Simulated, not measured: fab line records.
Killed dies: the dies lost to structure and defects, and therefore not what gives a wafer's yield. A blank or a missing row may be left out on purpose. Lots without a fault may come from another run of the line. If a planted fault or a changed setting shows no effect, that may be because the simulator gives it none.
fab line records | flow n5_finfet
record: lots: 24 wafers: 72 last_day: 18
route steps=1938 shown BEOL_M3@995 BEOL_M4@1043
lots that met no fault: from a run of the same line without faults
start_h: hours from the record's opening day to when the first of the lot's shown wafers began | wait_h: how many hours have passed since the lot's step before this one | " identical to the entry in the row above | L1.1+2: a row that stands for several wafers | - either no value or no given start | * or withheld: withheld | < > ~ a bound
route shown NAME@n: a module of which the file shows steps, and the number in the route of the first | usual: average and standard deviation across the fault-free wafers | same: alike in all rows | chamber/n: place in a boat | sites: each site's reading | _std_site: how widely they spread, as a standard deviation | _edge_site: inner sites' mean taken away from outer sites' mean | radius_mm: for every site, how far away it sits from the centre of the wafer | mask NAME#n: copy n | behind: tool/chamber where the wafer was last shaped | hold: what put the lot on hold/how long, in hours/how the hold closed | device: transistor that didn't switch, given as n, p or np | end of line: the route-end tests of the same wafers | a step given without rows: its recipe and nothing more | killed: at the first sort, the dies lost to defects and structure; wafer yield is something else | map: a wafer's dies, x killed, . not, _ none there
set.NAME: setting as actually run; set.NAME@STEP: the setting as run at that earlier step | model.NAME: the simulator's own value behind a step, which no gauge read
one table for each step of the route and one row for each wafer, over a sample of lots
services: a tool's chamber out of use, with start hour (start_h, from the record's first day; less than 0 if before it), hours out, and reason
== steps ==
step: N5_BEOL_M3_ANNEAL_49
recipe: temp_c: 400 time_s: 240 ambient: vacuum
usual: heater_power_w: 840/97
columns lot.wafer tool chamber start_h wait_h heater_power_w
L074.1 pvd_sputter-03 - 156.92 0.0 718
L074.4 " - " " 647
L074.6 " - " " 936
L075.2 pvd_sputter-02 - 163.84 0.0 998
L075.3 " - " " 975
L075.6 " - " " 961
L076.1 pvd_sputter-02 - 190.93 0.0 805
L076.3 " - " " 1000
L076.6 " - " " 754
L078.2 pvd_sputter-01 - 192.23 0.0 752
L078.3 " - " " 868
L078.5 " - " " 908
L081.1 pvd_sputter-01 - 194.39 0.0 767
L081.2 " - " " 924
L081.4 " - " " 892
L077.2 pvd_sputter-03 - 194.42 0.0 922
L077.4 " - " " 789
L077.6 " - " " 781
L079.1 pvd_sputter-03 - 197.17 0.0 737
L079.5 " - " " 944
L079.6 " - " " 715
L080.1 pvd_sputter-02 - 197.41 0.0 954
L080.3 " - " " 795
L080.5 " - " " 993
L082.2 pvd_sputter-01 - 197.59 0.0 879
L082.3 " - " " 912
L082.4 " - " " 764
L083.1 pvd_sputter-01 - 204.40 0.0 813
L083.5 " - " " 832
L083.6 " - " " 891
L084.3 pvd_sputter-01 - 208.47 0.0 921
L084.4 " - " " 769
L084.6 " - " " 849
L085.1 pvd_sputter-02 - 230.61 0.0 767
L085.3 " - " " 1013
L085.5 " - " " 977
L086.1 pvd_sputter-03 - 237.83 0.0 743
L086.3 " - " " 778
L086.6 " - " " 668
L087.2 pvd_sputter-03 - 241.59 0.0 659
L087.5 " - " " 757
L087.6 " - " " 929
L088.1 pvd_sputter-02 - 252.88 0.0 763
L088.4 " - " " 991
L088.5 " - " " 954
L091.2 pvd_sputter-02 - 256.46 0.0 991
L091.3 " - " " 761
L091.5 " - " " 1005
L089.1 pvd_sputter-01 - 259.12 0.0 885
L089.4 " - " " 927
L089.6 " - " " 823
L090.3 pvd_sputter-03 - 264.44 0.0 652
L090.4 " - " " 736
L090.6 " - " " 664
L093.3 pvd_sputter-01 - 273.86 0.0 898
L093.5 " - " " 930
L093.6 " - " " 783
L092.1 pvd_sputter-03 - 275.28 0.0 663
L092.2 " - " " 922
L092.5 " - " " 729
L094.2 pvd_sputter-02 - 278.61 0.0 795
L094.3 " - " " 997
L094.6 " - " " 784
L095.2 pvd_sputter-03 - 291.09 0.0 727
L095.5 " - " " 914
L095.6 " - " " 799
L097.2 pvd_sputter-01 - 298.35 0.0 923
L097.3 " - " " 878
L097.6 " - " " 776
L096.4 pvd_sputter-01 - 301.93 0.0 892
L096.5 " - " " 836
L096.6 " - " " 868
step: N5_BEOL_M3_SPUTTER_79
recipe: material: Cu target_thk_a: 45 temp_c: -20 chamber_pressure_pa: 0.07 power_w: withheld time_s: 8.29
usual: chuck_sensor_temp_C: -15.6/0.44 throttle_valve_pct: 29.8/0.93
columns lot.wafer tool chamber start_h wait_h chuck_sensor_temp_C throttle_valve_pct
L074.1 pvd_sputter-03 - 157.06 0.1 -15.8 30.2
L074.4 " - " " -15.6 30.7
L074.6 " - " " -15.6 31.0
L075.2 pvd_sputter-02 - 163.98 0.1 -15.3 28.6
L075.3 " - " " -16.1 30.1
L075.6 " - " " -15.4 28.6
L076.1 pvd_sputter-02 - 191.07 0.1 -15.2 27.4
L076.3 " - " " -16.1 30.1
L076.6 " - " " -15.9 30.4
L078.2 pvd_sputter-01 - 192.37 0.1 -15.1 30.5
L078.3 " - " " -16.5 29.5
L078.5 " - " " -15.6 30.0
L081.1 pvd_sputter-01 - 194.53 0.1 -15.0 30.4
L081.2 " - " " -15.7 30.0
L081.4 " - " " -16.3 29.2
L077.2 pvd_sputter-03 - 194.56 0.1 -15.6 30.8
L077.4 " - " " -16.2 29.6
L077.6 " - " " -16.1 29.7
L079.1 pvd_sputter-03 - 197.31 0.1 -15.5 30.0
L079.5 " - " " -15.6 31.2
L079.6 " - " " -15.6 30.5
L080.1 pvd_sputter-02 - 197.55 0.1 -16.1 30.0
L080.3 " - " " -15.1 27.7
L080.5 " - " " -15.3 28.7
L082.2 pvd_sputter-01 - 197.73 0.1 -16.3 29.0
L082.3 " - " " -15.6 30.1
L082.4 " - " " -15.1 30.4
L083.1 pvd_sputter-01 - 204.54 0.1 -14.8 29.9
L083.5 " - " " -14.9 30.0
L083.6 " - " " -16.2 29.1
L084.3 pvd_sputter-01 - 208.61 0.1 -15.6 30.5
L084.4 " - " " -15.1 30.4
L084.6 " - " " -14.9 30.1
L085.1 pvd_sputter-02 - 230.75 0.1 -15.9 30.6
L085.3 " - " " -16.1 30.0
L085.5 " - " " -16.1 30.3
L086.1 pvd_sputter-03 - 237.97 0.1 -15.7 30.2
L086.3 " - " " -16.1 29.8
L086.6 " - " " -15.3 30.9
L087.2 pvd_sputter-03 - 241.73 0.1 -15.5 31.1
L087.5 " - " " -15.6 30.1
L087.6 " - " " -15.6 31.2
L088.1 pvd_sputter-02 - 253.02 0.1 -16.2 30.4
L088.4 " - " " -15.3 28.7
L088.5 " - " " -16.1 29.8
L091.2 pvd_sputter-02 - 256.60 0.1 -15.4 28.9
L091.3 " - " " -16.0 30.6
L091.5 " - " " -15.3 28.8
L089.1 pvd_sputter-01 - 259.26 0.1 -16.4 29.4
L089.4 " - " " -15.8 29.9
L089.6 " - " " -15.0 29.8
L090.3 pvd_sputter-03 - 264.58 0.1 -15.5 31.0
L090.4 " - " " -15.6 30.0
L090.6 " - " " -15.5 30.8
L093.3 pvd_sputter-01 - 274.00 0.1 -16.4 29.2
L093.5 " - " " -15.7 30.2
L093.6 " - " " -15.1 30.4
L092.1 pvd_sputter-03 - 275.42 0.1 -15.6 30.8
L092.2 " - " " -15.7 31.1
L092.5 " - " " -15.6 30.3
L094.2 pvd_sputter-02 - 278.75 0.1 -14.9 27.5
L094.3 " - " " -15.2 28.8
L094.6 " - " " -15.2 27.6
L095.2 pvd_sputter-03 - 291.23 0.1 -15.7 30.4
L095.5 " - " " -15.7 31.1
L095.6 " - " " -16.1 29.7
L097.2 pvd_sputter-01 - 298.49 0.1 -15.7 29.8
L097.3 " - " " -16.4 29.3
L097.6 " - " " -14.9 30.6
L096.4 pvd_sputter-01 - 302.07 0.1 -16.3 29.2
L096.5 " - " " -15.0 30.0
L096.6 " - " " -16.2 29.3
step: N5_BEOL_M3_ANNEAL_82
recipe: temp_c: 400 time_s: 240 ambient: vacuum
usual: heater_power_w: 842/98
columns lot.wafer tool chamber start_h wait_h heater_power_w
L074.1 pvd_sputter-03 - 157.36 0.0 726
L074.4 " - " " 651
L074.6 " - " " 921
L075.2 pvd_sputter-02 - 164.28 0.0 1004
L075.3 " - " " 978
L075.6 " - " " 1002
L076.1 pvd_sputter-02 - 191.37 0.0 788
L076.3 " - " " 989
L076.6 " - " " 769
L078.2 pvd_sputter-01 - 192.67 0.0 762
L078.3 " - " " 869
L078.5 " - " " 917
L081.1 pvd_sputter-01 - 194.83 0.0 755
L081.2 " - " " 922
L081.4 " - " " 849
L077.2 pvd_sputter-03 - 194.86 0.0 922
L077.4 " - " " 779
L077.6 " - " " 802
L079.1 pvd_sputter-03 - 197.61 0.0 730
L079.5 " - " " 948
L079.6 " - " " 723
L080.1 pvd_sputter-02 - 197.85 0.0 955
L080.3 " - " " 808
L080.5 " - " " 987
L082.2 pvd_sputter-01 - 198.03 0.0 891
L082.3 " - " " 929
L082.4 " - " " 762
L083.1 pvd_sputter-01 - 204.84 0.0 818
L083.5 " - " " 832
L083.6 " - " " 871
L084.3 pvd_sputter-01 - 208.91 0.0 915
L084.4 " - " " 759
L084.6 " - " " 825
L085.1 pvd_sputter-02 - 231.05 0.0 765
L085.3 " - " " 1001
L085.5 " - " " 991
L086.1 pvd_sputter-03 - 238.27 0.0 725
L086.3 " - " " 770
L086.6 " - " " 650
L087.2 pvd_sputter-03 - 242.03 0.0 658
L087.5 " - " " 745
L087.6 " - " " 914
L088.1 pvd_sputter-02 - 253.32 0.0 762
L088.4 " - " " 991
L088.5 " - " " 969
L091.2 pvd_sputter-02 - 256.90 0.0 995
L091.3 " - " " 775
L091.5 " - " " 1009
L089.1 pvd_sputter-01 - 259.56 0.0 874
L089.4 " - " " 934
L089.6 " - " " 859
L090.3 pvd_sputter-03 - 264.88 0.0 658
L090.4 " - " " 728
L090.6 " - " " 645
L093.3 pvd_sputter-01 - 274.30 0.0 882
L093.5 " - " " 915
L093.6 " - " " 765
L092.1 pvd_sputter-03 - 275.72 0.0 660
L092.2 " - " " 936
L092.5 " - " " 737
L094.2 pvd_sputter-02 - 279.05 0.0 797
L094.3 " - " " 996
L094.6 " - " " 776
L095.2 pvd_sputter-03 - 291.53 0.0 721
L095.5 " - " " 923
L095.6 " - " " 792
L097.2 pvd_sputter-01 - 298.79 0.0 928
L097.3 " - " " 873
L097.6 " - " " 764
L096.4 pvd_sputter-01 - 302.37 0.0 862
L096.5 " - " " 852
L096.6 " - " " 880
step: N5_BEOL_M3_ANNEAL_87
recipe: temp_c: 400 time_s: 240 ambient: vacuum
usual: heater_power_w: 842/99
columns lot.wafer tool chamber start_h wait_h heater_power_w
L074.1 pvd_sputter-03 - 157.58 0.0 728
L074.4 " - " " 653
L074.6 " - " " 947
L075.2 pvd_sputter-02 - 164.50 0.0 1012
L075.3 " - " " 990
L075.6 " - " " 998
L076.1 pvd_sputter-02 - 191.59 0.0 811
L076.3 " - " " 995
L076.6 " - " " 768
L078.2 pvd_sputter-01 - 192.89 0.0 769
L078.3 " - " " 891
L078.5 " - " " 920
L081.1 pvd_sputter-01 - 195.05 0.0 751
L081.2 " - " " 889
L081.4 " - " " 894
L077.2 pvd_sputter-03 - 195.08 0.0 923
L077.4 " - " " 766
L077.6 " - " " 799
L079.1 pvd_sputter-03 - 197.83 0.0 730
L079.5 " - " " 909
L079.6 " - " " 734
L080.1 pvd_sputter-02 - 198.07 0.0 1015
L080.3 " - " " 799
L080.5 " - " " 1013
L082.2 pvd_sputter-01 - 198.25 0.0 882
L082.3 " - " " 950
L082.4 " - " " 756
L083.1 pvd_sputter-01 - 205.06 0.0 810
L083.5 " - " " 855
L083.6 " - " " 872
L084.3 pvd_sputter-01 - 209.13 0.0 925
L084.4 " - " " 771
L084.6 " - " " 844
L085.1 pvd_sputter-02 - 231.27 0.0 775
L085.3 " - " " 1016
L085.5 " - " " 1005
L086.1 pvd_sputter-03 - 238.49 0.0 725
L086.3 " - " " 798
L086.6 " - " " 658
L087.2 pvd_sputter-03 - 242.25 0.0 649
L087.5 " - " " 744
L087.6 " - " " 926
L088.1 pvd_sputter-02 - 253.54 0.0 754
L088.4 " - " " 970
L088.5 " - " " 987
L091.2 pvd_sputter-02 - 257.12 0.0 1021
L091.3 " - " " 776
L091.5 " - " " 1003
L089.1 pvd_sputter-01 - 259.78 0.0 893
L089.4 " - " " 909
L089.6 " - " " 841
L090.3 pvd_sputter-03 - 265.10 0.0 654
L090.4 " - " " 721
L090.6 " - " " 673
L093.3 pvd_sputter-01 - 274.52 0.0 850
L093.5 " - " " 914
L093.6 " - " " 765
L092.1 pvd_sputter-03 - 275.94 0.0 659
L092.2 " - " " 916
L092.5 " - " " 714
L094.2 pvd_sputter-02 - 279.27 0.0 816
L094.3 " - " " 996
L094.6 " - " " 817
L095.2 pvd_sputter-03 - 291.75 0.0 732
L095.5 " - " " 961
L095.6 " - " " 795
L097.2 pvd_sputter-01 - 299.01 0.0 912
L097.3 " - " " 873
L097.6 " - " " 768
L096.4 pvd_sputter-01 - 302.59 0.0 855
L096.5 " - " " 831
L096.6 " - " " 884
step: N5_BEOL_M4_STRIP_66
recipe: chemistry: CF4 resist: SiARC power_w: 300 bias_power_w: 75 pressure_mtorr: 50 cf4_flow_sccm: 150 rf_frequency_hz: 6e+07
usual: drypump_motor_current_A: 5.9/0.44 oes_product_au: 0.83/0.081 rf_vpp_V: 271.8/1.5 showerhead_plenum_p_Torr: 1.82/0.063 throttle_valve_pct: 13.45/0.18
columns lot.wafer tool chamber start_h wait_h drypump_motor_current_A oes_product_au rf_hours_counter_h rf_vpp_V showerhead_plenum_p_Torr throttle_valve_pct
L074.1 rie_diel-06 0 161.43 0.0 6.4 0.76 123 272.8 1.82 13.43
L074.4 " 0 " " 6.4 0.76 - 271.3 1.82 13.46
L074.6 " 1 " " 5.7 0.82 - 270.4 1.74 13.37
L075.2 rie_diel-04 0 171.87 0.0 5.9 0.88 37 272.8 1.88 13.51
L075.3 " 2 " " 5.9 0.82 73 273.8 1.89 13.52
L075.6 " 2 " " 6.0 0.83 - 273.5 1.89 13.53
L076.1 rie_diel-04 1 194.89 0.0 5.8 0.94 2 271.9 1.80 13.16
L076.3 " 2 " " 6.0 0.81 84 272.9 1.89 13.54
L076.6 " 1 " " 5.8 0.93 - 272.4 1.81 13.15
L078.2 rie_diel-04 1 196.92 0.0 5.8 0.92 4 272.7 1.80 13.17
L078.3 " 2 " " 6.0 0.81 85 274.3 1.89 13.57
L078.5 " 0 " " 5.9 0.86 - 273.3 1.87 13.56
L081.1 rie_diel-04 2 200.15 0.0 5.9 0.81 87 273.4 1.89 13.58
L081.2 " 0 " " 5.9 0.85 51 272.6 1.87 13.55
L081.4 " 0 " " 5.9 0.85 - 272.8 1.87 13.55
L077.2 rie_diel-06 3 200.29 0.0 6.4 0.77 140 273.7 1.89 13.60
L077.4 " 0 " " 6.4 0.74 143 270.9 1.81 13.51
L077.6 " 2 " " 4.9 0.71 - 270.3 1.77 13.64
L079.1 rie_diel-04 1 201.23 0.0 5.8 0.92 6 271.9 1.80 13.15
L079.5 " 1 " " 5.8 0.91 - 272.0 1.80 13.15
L079.6 " 0 " " 5.9 0.85 - 272.9 1.87 13.55
L080.1 rie_diel-06 2 203.51 0.0 4.9 0.72 223 269.9 1.77 13.64
L080.3 " 1 " " 5.8 0.80 99 270.2 1.74 13.42
L080.5 " 1 " " 5.8 0.80 - 270.1 1.74 13.41
L082.2 rie_diel-04 0 203.53 0.0 5.9 0.85 52 272.7 1.87 13.56
L082.3 " 2 " " 6.0 0.80 88 272.5 1.89 13.57
L082.4 " 2 " " 6.0 0.81 - 273.5 1.89 13.57
L083.1 rie_diel-06 2 208.57 0.0 4.9 0.72 225 269.7 1.77 13.64
L083.5 " 0 " " 6.4 0.75 - 271.9 1.81 13.50
L083.6 " 1 " " 5.8 0.79 - 271.3 1.74 13.39
L084.3 rie_diel-04 0 213.11 0.0 5.9 0.85 55 274.6 1.87 13.56
L084.4 " 3 " " 5.8 0.96 3 273.4 1.93 13.03
L084.6 " 0 " " 5.9 0.85 - 273.9 1.87 13.55
L085.1 rie_diel-04 3 235.76 0.0 5.8 0.93 8 272.7 1.92 13.05
L085.3 " 2 " " 5.9 0.79 97 272.9 1.89 13.60
L085.5 " 2 " " 5.9 0.80 - 271.9 1.89 13.60
L086.1 rie_diel-06 1 244.88 0.0 5.7 0.79 115 269.3 1.73 13.44
L086.3 " 3 " " 6.4 0.76 155 271.5 1.89 13.65
L086.6 " 0 " " 6.4 0.73 - 270.7 1.81 13.54
L087.2 rie_diel-06 3 245.77 0.0 6.4 0.76 156 273.1 1.89 13.62
L087.5 " 1 " " 5.7 0.79 - 271.5 1.73 13.46
L087.6 " 2 " " 4.9 0.70 - 270.4 1.77 13.68
L088.1 rie_diel-04 1 256.94 0.0 5.8 0.87 22 270.6 1.80 13.20
L088.4 " 0 " " 5.9 0.83 66 272.8 1.87 13.56
L088.5 " 1 " " 5.8 0.87 - 271.7 1.80 13.20
L091.2 rie_diel-02 0 261.95 0.0 5.8 0.70 213 270.7 1.71 13.63
L091.3 " 2 " " 5.9 0.95 11 270.0 1.78 13.28
L091.5 " 3 " " 6.8 0.94 - 271.9 1.75 13.49
L089.1 rie_diel-02 3 263.77 0.0 6.8 0.94 3 270.7 1.75 13.47
L089.4 " 2 " " 5.8 0.95 11 271.3 1.78 13.29
L089.6 " 2 " " 5.9 0.95 - 269.9 1.78 13.29
L090.3 rie_diel-02 3 268.82 0.0 6.8 0.93 5 270.6 1.75 13.47
L090.4 " 0 " " 5.8 0.69 215 268.6 1.71 13.63
L090.6 " 3 " " 6.8 0.93 - 271.2 1.75 13.47
L093.3 rie_diel-02 2 278.29 0.0 5.8 0.94 16 272.1 1.78 13.31
L093.5 " 3 " " 6.8 0.93 - 269.6 1.75 13.48
L093.6 " 2 " " 5.9 0.94 - 271.0 1.78 13.30
L092.1 rie_diel-04 1 281.73 0.0 5.8 0.87 31 271.5 1.80 13.23
L092.2 " 2 " " 5.9 0.78 114 272.6 1.88 13.64
L092.5 " 2 " " 6.0 0.78 - 273.9 1.88 13.64
L094.2 rie_diel-04 0 282.96 0.0 5.9 0.82 75 273.7 1.87 13.60
L094.3 " 2 " " 5.9 0.77 115 273.3 1.88 13.63
L094.6 " 0 " " 5.9 0.83 - 272.9 1.87 13.61
L095.2 rie_diel-06 3 297.05 0.0 6.4 0.74 177 273.7 1.88 13.67
L095.5 " 3 " " 6.4 0.74 - 273.0 1.88 13.67
L095.6 " 2 " " 4.9 0.99 - 271.3 1.77 13.14
L097.2 rie_diel-02 1 304.09 0.0 6.3 0.78 102 271.1 1.80 13.51
L097.3 " 3 " " 6.8 0.90 16 271.2 1.75 13.50
L097.6 " 2 " " 5.9 0.91 - 269.9 1.77 13.31
L096.4 rie_diel-06 1 307.57 0.0 5.7 0.76 140 270.0 1.73 13.52
L096.5 " 3 " " 6.4 0.74 - 272.7 1.88 13.68
L096.6 " 2 " " 4.9 0.95 - 269.9 1.77 13.13
step: N5_BEOL_M4_STRIP_19
recipe: chemistry: O2 power_w: 400 temp_c: 40 pressure_mtorr: 30 rf_frequency_hz: 6e+07 bias_power_w: 0 overash_fraction: 0.2 o2_flow_sccm: 225
usual: drypump_motor_current_A: 6.0/0.44 oes_product_au: 0.81/0.099 rf_vpp_V: 3.7/0.5 showerhead_plenum_p_Torr: 2.10/0.068 throttle_valve_pct: 16.60/0.18
columns lot.wafer tool chamber start_h wait_h drypump_motor_current_A oes_product_au rf_hours_counter_h rf_vpp_V showerhead_plenum_p_Torr throttle_valve_pct
L074.1 rie_diel-04 2 161.65 0.1 6.0 0.84 68 3.0 2.20 16.55
L074.4 " 1 " " 5.8 0.69 247 4.1 2.14 16.83
L074.6 " 2 " " 6.0 0.83 - 3.5 2.20 16.51
L075.2 rie_diel-06 0 172.06 0.1 6.4 0.75 130 3.2 2.10 16.44
L075.3 " 1 " " 5.8 0.82 85 3.5 2.04 16.52
L075.6 " 2 " " 4.9 0.72 - 3.8 2.09 16.76
L076.1 rie_diel-02 1 195.04 0.1 6.3 0.84 63 3.0 2.13 16.63
L076.3 " 2 " " 5.9 0.70 243 4.5 2.06 16.72
L076.6 " 2 " " 5.8 0.71 - 3.2 2.06 16.73
L078.2 rie_diel-06 3 197.11 0.1 6.4 0.77 139 5.2 2.20 16.65
L078.3 " 0 " " 6.4 0.74 142 3.6 2.09 16.46
L078.5 " 3 " " 6.4 0.77 - 4.0 2.20 16.65
L081.1 rie_diel-04 0 200.42 0.2 5.9 0.86 51 3.3 2.21 16.73
L081.2 " 1 " " 5.8 0.95 5 3.2 2.14 16.38
L081.4 " 1 " " 5.8 0.96 - 4.8 2.14 16.36
L077.2 rie_diel-04 2 200.46 0.1 6.0 0.82 87 3.9 2.19 16.55
L077.4 " 2 " " 6.0 0.82 - 4.0 2.19 16.55
L077.6 " 0 " " 5.9 0.86 - 3.6 2.21 16.72
L079.1 rie_diel-06 0 201.38 0.1 6.4 0.73 143 4.0 2.09 16.46
L079.5 " 1 " " 5.8 0.80 - 4.4 2.04 16.54
L079.6 " 2 " " 4.9 0.71 - 3.3 2.09 16.78
L080.1 rie_diel-04 2 203.66 0.1 6.0 0.82 88 2.9 2.19 16.56
L080.3 " 1 " " 5.9 0.94 7 3.4 2.14 16.37
L080.5 " 1 " " 5.8 0.95 - 3.0 2.14 16.37
L082.2 rie_diel-06 2 203.69 0.1 4.9 0.71 223 3.3 2.09 16.79
L082.3 " 1 " " 5.7 0.81 100 4.4 2.04 16.54
L082.4 " 3 " " 6.4 0.78 141 2.9 2.20 16.64
L083.1 rie_diel-02 3 208.72 0.1 6.8 0.68 244 3.9 2.05 17.11
L083.5 " 1 " " 6.3 0.83 - 3.2 2.13 16.65
L083.6 " 2 " " 5.9 0.69 - 3.7 2.06 16.73
L084.3 rie_diel-06 0 213.29 0.1 6.4 0.73 148 4.4 2.09 16.46
L084.4 " 1 " " 5.7 0.80 103 4.4 2.04 16.56
L084.6 " 1 " " 5.8 0.80 - 3.1 2.04 16.57
L085.1 rie_diel-04 2 235.91 0.1 5.9 0.81 97 3.4 2.19 16.58
L085.3 " 1 " " 5.8 0.94 15 2.7 2.13 16.40
L085.5 " 3 " " 5.8 0.96 - 3.2 2.24 16.08
L086.1 rie_diel-02 0 245.12 0.2 5.8 0.69 206 3.3 2.01 16.73
L086.3 " 1 " " 6.3 0.82 80 4.1 2.12 16.66
L086.6 " 1 " " 6.3 0.81 - 3.2 2.12 16.65
L087.2 rie_diel-02 0 246.01 0.1 5.8 0.69 206 3.6 2.01 16.72
L087.5 " 0 " " 5.8 0.70 - 3.8 2.01 16.73
L087.6 " 1 " " 6.3 0.82 - 4.2 2.12 16.66
L088.1 rie_diel-02 3 257.09 0.1 6.8 0.99 0 4.6 2.04 16.58
L088.4 " 0 " " 5.8 0.69 211 3.1 2.01 16.74
L088.5 " 1 " " 6.3 0.80 - 4.4 2.12 16.68
L091.2 rie_diel-02 2 262.10 0.1 5.9 0.96 11 3.4 2.05 16.32
L091.3 " 0 " " 5.8 0.69 213 3.8 2.01 16.75
L091.5 " 3 " " 6.8 0.98 - 4.2 2.04 16.60
L089.1 rie_diel-02 1 263.92 0.1 6.3 0.80 87 3.7 2.12 16.67
L089.4 " 0 " " 5.8 0.69 214 3.9 2.01 16.75
L089.6 " 1 " " 6.3 0.81 - 3.7 2.12 16.68
L090.3 rie_diel-02 2 269.00 0.1 5.9 0.96 13 3.2 2.05 16.32
L090.4 " 1 " " 6.3 0.81 89 3.1 2.12 16.68
L090.6 " 3 " " 6.8 0.96 - 3.8 2.04 16.60
L093.3 rie_diel-02 2 278.44 0.1 5.9 0.95 16 4.6 2.05 16.34
L093.5 " 0 " " 5.8 0.68 - 3.5 2.01 16.75
L093.6 " 1 " " 6.3 0.80 - 3.3 2.12 16.71
L092.1 rie_diel-02 2 281.98 0.2 5.9 0.95 18 3.6 2.05 16.34
L092.2 " 0 " " 5.7 0.68 220 3.0 2.01 16.76
L092.5 " 2 " " 5.8 0.95 - 4.2 2.05 16.35
L094.2 rie_diel-06 3 283.17 0.1 6.4 0.75 171 3.4 2.19 16.69
L094.3 " 0 " " 6.4 0.72 174 3.9 2.08 16.51
L094.6 " 1 " " 5.8 0.77 - 3.7 2.03 16.60
L095.2 rie_diel-06 1 297.26 0.1 5.7 0.76 136 4.7 2.03 16.62
L095.5 " 3 " " 6.4 0.74 - 3.2 2.19 16.72
L095.6 " 2 " " 4.9 1.00 - 4.0 2.08 16.39
L097.2 rie_diel-04 0 304.38 0.2 5.9 0.82 83 4.2 2.20 16.81
L097.3 " 3 " " 5.8 0.90 34 3.5 2.24 16.12
L097.6 " 0 " " 5.9 0.83 - 3.3 2.20 16.79
L096.4 rie_diel-02 1 307.77 0.1 6.3 0.78 104 3.6 2.12 16.71
L096.5 " 2 " " 5.8 0.93 - 4.0 2.05 16.35
L096.6 " 1 " " 6.3 0.78 - 3.5 2.12 16.70
== services ==
columns tool chamber start_h hours kind
rie_diel-04 - 137.64 1.0 repair
pvd_sputter-02 - 138.18 3.5 repair
rie_diel-02 - 158.13 14.6 pm
rie_diel-04 1 166.78 - clean
rie_diel-04 1 166.78 - consumable_replace:focus_ring
rie_diel-04 1 166.78 21.4 scheduled_down
rie_diel-04 1 166.78 21.4 vent_cycle
rie_diel-04 3 188.31 - clean
rie_diel-04 3 188.31 - consumable_replace:focus_ring
rie_diel-04 3 188.31 - consumable_replace:showerhead
rie_diel-04 3 188.31 15.4 scheduled_down
rie_diel-04 3 188.31 15.4 vent_cycle
rie_diel-06 2 189.17 6.4 repair
rie_diel-06 - 195.09 0.2 repair
rie_diel-02 2 211.37 - clean
rie_diel-02 2 211.37 - consumable_replace:focus_ring
rie_diel-02 2 211.37 23.8 scheduled_down
rie_diel-02 2 211.37 23.8 vent_cycle
rie_diel-02 3 235.38 - clean
rie_diel-02 3 235.38 - consumable_replace:focus_ring
rie_diel-06 2 274.97 - clean
rie_diel-06 2 274.97 - consumable_replace:focus_ring
rie_diel-06 2 274.97 20.6 scheduled_down
rie_diel-06 - 279.75 0.6 repair
== key ==
fault none
